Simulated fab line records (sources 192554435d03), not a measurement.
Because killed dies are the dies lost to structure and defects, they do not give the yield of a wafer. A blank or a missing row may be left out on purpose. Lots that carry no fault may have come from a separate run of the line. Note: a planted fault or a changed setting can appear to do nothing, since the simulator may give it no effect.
Chamber matching :: flow n5Finfet :: rieDiel-01 running N5_BEOL_M11_STRIP_36: 4 sister chambers
The step strips in N2/H2. 8 wafers are shown with their chamber, then 9 later ones without.

## WAFERS PAIRED WITH THEIR CHAMBERS
wafer: L074.6
chamber: 1
drypumpMotorCurrentA (A): 5.7
throttleValvePct (%): 23.7

wafer: L082.6
chamber: 3
drypumpMotorCurrentA (A): 6.3
throttleValvePct (%): 23.6

wafer: L083.2
chamber: 0
drypumpMotorCurrentA (A): 6.0
throttleValvePct (%): 23.7

wafer: L083.3
chamber: 1
drypumpMotorCurrentA (A): 5.7
throttleValvePct (%): 23.3

wafer: L083.5
chamber: 2
drypumpMotorCurrentA (A): 5.6
throttleValvePct (%): 23.3

wafer: L085.1
chamber: 3
drypumpMotorCurrentA (A): 6.3
throttleValvePct (%): 23.6

wafer: L085.4
chamber: 2
drypumpMotorCurrentA (A): 5.6
throttleValvePct (%): 23.4

wafer: L085.5
chamber: 0
drypumpMotorCurrentA (A): 6.1
throttleValvePct (%): 23.7

## WAFERS WITH NO CHAMBER GIVEN
wafer: L087.1
drypumpMotorCurrentA (A): 6.0
throttleValvePct (%): 23.7

wafer: L087.5
drypumpMotorCurrentA (A): 5.6
throttleValvePct (%): 23.3

wafer: L087.6
drypumpMotorCurrentA (A): 5.7
throttleValvePct (%): 23.3

wafer: L097.3
drypumpMotorCurrentA (A): 6.0
throttleValvePct (%): 23.7

wafer: L097.4
drypumpMotorCurrentA (A): 6.4
throttleValvePct (%): 23.6

wafer: L097.5
drypumpMotorCurrentA (A): 6.0
throttleValvePct (%): 23.7

wafer: L096.2
drypumpMotorCurrentA (A): 6.1
throttleValvePct (%): 23.7

wafer: L096.4
drypumpMotorCurrentA (A): 5.6
throttleValvePct (%): 23.4

wafer: L096.5
drypumpMotorCurrentA (A): 5.6
throttleValvePct (%): 23.4

## CHAMBER TAKEN BY EACH
wafer: L087.1
from the rows above: 0
in truth: 0

wafer: L087.5
from the rows above: 2
in truth: 2

wafer: L087.6
from the rows above: can't be placed: 1 or 2
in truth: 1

wafer: L097.3
from the rows above: 0
in truth: 0

wafer: L097.4
from the rows above: 3
in truth: 3

wafer: L097.5
from the rows above: 0
in truth: 0

wafer: L096.2
from the rows above: 0
in truth: 0

wafer: L096.4
from the rows above: 2
in truth: 2

wafer: L096.5
from the rows above: 2
in truth: 2
8 of 9 placed correctly. Can't be placed from these rows: 1 (the true chamber is among the candidates in 1). Placed wrongly: 0.
How it was worked out, from the rows above alone: a wafer's distance from a chamber is the root of the sum, over the readings, of the square of ((its reading less the chamber's mean) divided by the reading's scatter). If the next closest chamber is less than 2 further off than the closest, the wafer can't be placed; otherwise it belongs to the closest. Each chamber's mean is taken over the wafers shown for it. How the scatter is found: for the shown wafers, subtract from each reading the mean of its chamber, square and add these, divide the total by (wafers less chambers), then take the root.
